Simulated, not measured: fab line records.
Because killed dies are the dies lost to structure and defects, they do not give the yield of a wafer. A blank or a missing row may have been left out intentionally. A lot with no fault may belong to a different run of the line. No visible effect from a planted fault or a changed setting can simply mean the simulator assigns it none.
Which tool is to blame?    flow n5Finfet    10 lots, 29 wafers sampled, at 5 steps of a route of 1938

## WHAT THE GAUGES READ, wafer by wafer
N5_MOL_CONTACT_COAG_CD_MEAS_137: the cd target is 16 nm. Usual: cdNm at 15.9 nm, with a standard deviation of 0.34.
lot   measured      on        cdNm (nm)       flag
L230  day 5 04:32   cdSem-03  16.6 16.0 16.2  
L232  day 5 20:41   cdSem-01  15.5 16.1 16.0  
L233  day 5 22:27   cdSem-03  16.2 15.9 16.0  
L234  day 6 07:28   cdSem-03  15.9 15.8 16.0  
L236  day 6 15:50   cdSem-02  16.1 16.1 15.3  
L238  day 7 04:19   cdSem-03  15.3 15.8 15.7  
L241  day 7 22:55   cdSem-02  15.6 15.6       
L250  day 10 00:16  cdSem-01  15.7 16.1 16.0  
L251  day 10 13:32  cdSem-02  15.7 16.2 16.4  
L253  day 11 04:05  cdSem-03  16.2 16.1 16.1  

N5_BEOL_M4_RC_MEAS_101. Usual: DIBL_N 36.9 mV/V, standard deviation 1.7; DIBL_P 37.3 mV/V, standard deviation 2.3; IOFF_N 0.16 nA/um, standard deviation 0.033; IOFF_P 0.22 nA/um, standard deviation 0.04; ION_N 673 uA/um, standard deviation 12; ION_P 463 uA/um, standard deviation 8; SS_N 71.6 mV/dec, standard deviation 0.58; SS_P 73.4 mV/dec, standard deviation 0.74; VT_N 250 mV, standard deviation 3.2; VT_P -250 mV, standard deviation 3.4.
lot   measured      on         DIBL_N (mV/V)   DIBL_P (mV/V)   IOFF_N (nA/um)  IOFF_P (nA/um)  ION_N (uA/um)  ION_P (uA/um)  SS_N (mV/dec)   SS_P (mV/dec)   VT_N (mV)    VT_P (mV)       flag
L230  day 7 21:47   prober-01  38.3 39.7 36.7  40.6 42.2 38.1  0.22 0.25 0.18  0.29 0.33 0.24  691 681 675    471 473 467    71.8 73.0 72.2  74.1 74.5 73.4  247 243 250  -247 -244 -248  
L232  day 8 22:41   prober-02  39.3 38.8 36.7  42.2 40.3 38.6  0.25 0.20 0.17  0.33 0.28 0.25  684 681 695    475 465 480    72.0 71.8 72.0  73.5 74.5 72.9  245 248 250  -245 -247 -247  
L233  day 8 18:08   prober-02  37.3 36.1 36.7  38.3 37.8 38.3  0.18 0.16 0.18  0.23 0.22 0.24  676 668 684    460 464 475    72.1 71.6 72.0  73.7 72.9 72.8  249 252 247  -249 -250 -249  
L234  day 9 02:05   prober-01  38.5 35.9 35.7  38.0 34.2 33.9  0.19 0.13 0.14  0.23 0.18 0.17  677 656 658    456 452 446    72.2 71.5 71.7  73.7 72.1 72.0  247 252 253  -252 -255 -257  
L236  day 9 13:07   prober-02  36.4 37.5 35.8  38.5 39.4 37.3  0.17 0.19 0.16  0.25 0.26 0.23  664 675 666    460 465 461    72.0 71.8 71.3  73.9 73.2 73.3  248 248 248  -251 -251 -249  
L238  day 10 01:18  prober-02  36.2 35.7 37.7  35.5 36.2 37.3  0.13 0.13 0.16  0.18 0.18 0.21  659 655 664    453 452 457    72.0 71.5 72.6  73.3 72.9 72.8  256 255 252  -252 -252 -250  
L241  day 11 02:36  prober-01  38.1 36.4       37.6 37.6       0.16 0.15       0.21 0.22       661 681        458 473        71.7 71.1       73.0 73.7       249 250      -251 -247       
L250  day 13 16:40  prober-02  37.1 32.6       37.2 31.7       0.18 0.10       0.22 0.15       677 650        461 449        71.6 69.9       74.7 72.3       246 257      -251 -259       
L251  day 13 20:37  prober-01  39.0 36.4       41.1 37.0       0.20 0.14       0.27 0.21       677 667        465 464        72.0 71.3       73.9 73.9       246 254      -248 -248       
L253  day 13 23:04  prober-02  36.1 38.0 37.1  35.9 37.9 36.7  0.13 0.15 0.14  0.19 0.22 0.20  649 676 662    447 464 456    71.3 71.4 70.7  72.5 73.6 73.4  254 252 252  -250 -249 -253  

## WHICH TOOL RAN EACH LOT (tool, then ch and the chambers of the sampled wafers, then the start)
lot   N5_MOL_CONTACT_COAG_ETCH_47        N5_MOL_CONTACT_COAG_STRIP_119        N5_MOL_CONTACT_COAG_ALD_133
L230  rieDiel-02 ch 0,1,2, day 5 04:18   plasmaAsher-01 ch 0,1, day 5 04:23   aldSin-03 ch 1,2,3, day 5 05:20
L232  rieDiel-01 ch 0,3, day 5 20:27     plasmaAsher-02 ch 0,1, day 5 20:33   aldSin-04 ch 1,2,3, day 5 21:23
L233  rieDiel-01 ch 0,2,3, day 5 22:14   plasmaAsher-02 ch 0,1, day 5 22:19   aldSin-03 ch 1,2,3, day 5 23:14
L234  rieDiel-01 ch 0,1,2, day 6 07:14   plasmaAsher-02 ch 0,1, day 6 07:19   aldSin-04 ch 0,3, day 6 08:04
L236  rieDiel-02 ch 0,1, day 6 15:37     plasmaAsher-02 ch 0,1, day 6 15:43   aldSin-04 ch 0,1,2, day 6 16:32
L238  rieDiel-01 ch 1,2,3, day 7 04:05   plasmaAsher-01 ch 0,1, day 7 04:11   aldSin-01 ch 0,3, day 7 05:08
L241  rieDiel-02 ch 1, day 7 22:41       plasmaAsher-02 ch 1, day 7 22:47     aldSin-04 ch 0,2, day 7 23:43
L250  rieDiel-02 ch 1,2,3, day 10 00:02  plasmaAsher-01 ch 0,1, day 10 00:08  aldSin-03 ch 1,2,3, day 10 01:31
L251  rieDiel-06 ch 2,3, day 10 13:19    plasmaAsher-02 ch 0,1, day 10 13:25  aldSin-03 ch 1,2,3, day 10 14:14
L253  rieDiel-01 ch 0,2,3, day 11 03:52  plasmaAsher-01 ch 0, day 11 03:56    aldSin-01 ch 0,1,2, day 11 04:47
- N5_MOL_CONTACT_COAG_ETCH_47: etches SiNx in CH3F/O2, stops on W, target depth 27 nm.
- N5_MOL_CONTACT_COAG_STRIP_119: strips in N2/H2, time 30 s.
- N5_MOL_CONTACT_COAG_ALD_133: deposits SiO2, target thk 5 nm, pulse time 1 s, co reactant pulse time 1 s.

## AS READ BY THE TOOLS THEMSELVES (means over the sampled wafers that have a number; for cases with no such wafer, the mark the record gives instead)
N5_MOL_CONTACT_COAG_ETCH_47. Usual: O2_flow_sccm 19.99 sccm, standard deviation 0.064; biasW 73.00 W, standard deviation 0.21; drypumpMotorCurrentA 5.8 A, standard deviation 0.34; etchRfOnTimeS 31.2 s, standard deviation 0.57; oesProductAu 0.73 a.u., standard deviation 0.083; rfVppV 302 V, standard deviation 4.8; showerheadPlenumPTorr 2.03 Torr, standard deviation 0.054; throttleValvePct 16.3 %, standard deviation 0.3.
lot   tool        O2_flow_sccm (sccm)  biasW (W)  drypumpMotorCurrentA (A)  etchRfOnTimeS (s)  oesProductAu (a.u.)  rfVppV (V)  showerheadPlenumPTorr (Torr)  throttleValvePct (%)  flag
L230  rieDiel-02  20.00                73.18      5.9                       31.0               0.77                 303         2.05                          16.2                  
L232  rieDiel-01  19.98                72.95      5.8                       30.4               0.81                 298         2.12                          16.2                  
L233  rieDiel-01  20.06                73.14      5.7                       31.0               0.77                 300         2.11                          16.3                  
L234  rieDiel-01  19.97                72.95      6.0                       31.1               0.68                 302         2.05                          16.4                  
L236  rieDiel-02  19.97                73.02      5.7                       31.3               0.70                 297         2.06                          16.6                  
L238  rieDiel-01  20.09                72.82      5.7                       31.0               0.70                 302         2.06                          16.5                  
L241  rieDiel-02  20.02                72.93      5.5                       31.3               0.65                 297         2.08                          16.8                  
L250  rieDiel-02  19.95                72.97      5.7                       31.3               0.73                 300         2.05                          16.2                  
L251  rieDiel-06  19.92                73.00      5.6                       31.5               0.71                 301         1.96                          16.4                  
L253  rieDiel-01  20.05                73.07      5.7                       31.1               0.70                 300         2.09                          16.4                  

N5_MOL_CONTACT_COAG_STRIP_119. Usual: drypumpMotorCurrentA 5.6 A, standard deviation 0.46; heaterPowerW 356 W, standard deviation 39.
lot   tool            drypumpMotorCurrentA (A)  heaterPowerW (W)  flag
L230  plasmaAsher-01  5.7                       332               
L232  plasmaAsher-02  5.8                       357               
L233  plasmaAsher-02  5.8                       359               
L234  plasmaAsher-02  5.6                       383               
L236  plasmaAsher-02  5.8                       357               
L238  plasmaAsher-01  5.6                       333               
L241  plasmaAsher-02  5.4                       421               
L250  plasmaAsher-01  5.6                       329               
L251  plasmaAsher-02  5.6                       392               
L253  plasmaAsher-01  6.0                       324               

N5_MOL_CONTACT_COAG_ALD_133. Usual: heaterPowerW 83 W, standard deviation 7.1; precursorPulseHeightRel 0.997, standard deviation 0.02.
lot   tool       heaterPowerW (W)  precursorPulseHeightRel  flag
L230  aldSin-03  89                0.993                    
L232  aldSin-04  77                1.003                    
L233  aldSin-03  88                1.013                    
L234  aldSin-04  82                0.987                    
L236  aldSin-04  79                0.996                    
L238  aldSin-01  79                0.988                    
L241  aldSin-04  83                1.016                    
L250  aldSin-03  88                0.992                    
L251  aldSin-03  89                1.025                    
L253  aldSin-01  76                0.999                    

## THE ANSWER, worked out from the rows above alone
Rule: a lot counts as off when the mean over its wafers that have a number is more than 3 standard deviations away from the usual mean. Also off: a lot with no number at a reading for which 4 or more lots have one. All remaining lots with rows at the step are treated as sound. After the gauges, taken in route order, come the tools' own readings; for these a lot's mean is taken, as printed above. The first step at which some lot is off is used, and at that step the reading that is off furthest; a lot without a number counts as furthest.
Nothing can be told from this: no lot is off at any reading shown.

## WHAT HAD BEEN PUT IN BY THE SIMULATOR
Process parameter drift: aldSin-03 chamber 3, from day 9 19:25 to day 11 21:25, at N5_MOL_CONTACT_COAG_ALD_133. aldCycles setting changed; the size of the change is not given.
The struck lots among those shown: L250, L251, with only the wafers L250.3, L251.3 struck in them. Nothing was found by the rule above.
